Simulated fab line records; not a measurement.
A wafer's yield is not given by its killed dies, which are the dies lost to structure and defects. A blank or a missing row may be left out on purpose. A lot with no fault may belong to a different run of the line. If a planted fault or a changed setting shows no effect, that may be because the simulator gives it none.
Chamber matching + flow n5_finfet + N5_BEOL_M2_ETCHBACK_99 on rie_diel-01 has 4 sister chambers
The step etches SiO2 in CHF3, target depth 5 nm, time 10.4 s. 18 wafers are shown with their chamber, then 9 later ones without.

WAFERS PAIRED WITH THEIR CHAMBERS
| wafer  | chamber | showerhead_plenum_p_Torr (Torr) | drypump_motor_current_A (A) | throttle_valve_pct (%) |
|--------|---------|---------------------------------|-----------------------------|------------------------|
| L074.2 | 1       | 2.11                            | 5.7                         | 17.25                  |
| L074.3 | 3       | 2.28                            | 6.5                         | 16.70                  |
| L074.5 | 0       | 2.12                            | 5.6                         | 17.21                  |
| L077.2 | 2       | 2.27                            | 5.1                         | 17.36                  |
| L077.5 | 3       | 2.27                            | 6.5                         | 16.72                  |
| L077.6 | 2       | 2.27                            | 5.1                         | 17.38                  |
| L079.1 | 2       | 2.27                            | 5.2                         | 17.38                  |
| L079.2 | 3       | 2.27                            | 6.5                         | 16.70                  |
| L079.5 | 0       | 2.12                            | 5.6                         | 17.24                  |
| L081.2 | 3       | 2.27                            | 6.5                         | 16.72                  |
| L081.4 | 2       | 2.27                            | 5.1                         | 17.39                  |
| L081.5 | 1       | 2.11                            | 5.7                         | 16.81                  |
| L086.2 | 0       | 2.11                            | 5.6                         | 17.27                  |
| L086.4 | 1       | 2.11                            | 5.7                         | 16.82                  |
| L086.6 | 1       | 2.11                            | 5.8                         | 16.83                  |
| L087.1 | 1       | 2.11                            | 5.7                         | 16.82                  |
| L087.3 | 3       | 2.26                            | 6.5                         | 16.76                  |
| L087.5 | 1       | 2.11                            | 5.7                         | 16.84                  |

SIGNATURES, as means of the wafers listed above
| reading                  | chamber 0 | chamber 1 | chamber 2 | chamber 3 | scatter within a chamber |
|--------------------------|-----------|-----------|-----------|-----------|--------------------------|
| showerhead_plenum_p_Torr | 2.1167    | 2.1100    | 2.2700    | 2.2700    | 0.00436                  |
| drypump_motor_current_A  | 5.600     | 5.717     | 5.125     | 6.500     | 0.0336                   |
| throttle_valve_pct       | 17.2400   | 16.8950   | 17.3775   | 16.7200   | 0.106                    |
Rule: a wafer lies at a distance from a chamber equal to the root of the sum of squares, over the readings, of (its reading less the chamber's mean, divided by the reading's scatter). The wafer belongs to the nearest chamber; if the next one is less than 2 further off, it can't be placed. The scatter is the square root of a quotient: the sum, over the shown wafers, of each reading's squared deviation from its chamber's mean, divided by wafers minus chambers.

WAFERS WHOSE CHAMBER IS MISSING
| wafer  | showerhead_plenum_p_Torr (Torr) | drypump_motor_current_A (A) | throttle_valve_pct (%) |
|--------|---------------------------------|-----------------------------|------------------------|
| L092.1 | 2.11                            | 5.6                         | 17.27                  |
| L092.2 | 2.26                            | 6.5                         | 16.76                  |
| L092.5 | 2.10                            | 5.7                         | 16.85                  |
| L093.4 | 2.10                            | 5.8                         | 16.86                  |
| L093.5 | 2.26                            | 6.5                         | 16.78                  |
| L093.6 | 2.26                            | 5.1                         | 17.43                  |
| L095.1 | 2.26                            | 5.1                         | 17.44                  |
| L095.4 | 2.26                            | 6.5                         | 16.78                  |
| L095.5 | 2.26                            | 5.1                         | 17.44                  |

EACH ONE'S CHAMBER
| wafer  | from the rows above | in truth |
|--------|---------------------|----------|
| L092.1 | 0                   | 0        |
| L092.2 | 3                   | 3        |
| L092.5 | 1                   | 1        |
| L093.4 | 1                   | 1        |
| L093.5 | 3                   | 3        |
| L093.6 | 2                   | 2        |
| L095.1 | 2                   | 2        |
| L095.4 | 3                   | 3        |
| L095.5 | 2                   | 2        |
Correct placement for 9 of the 9. Left unplaced by these rows: 0. Number placed wrongly: 0.
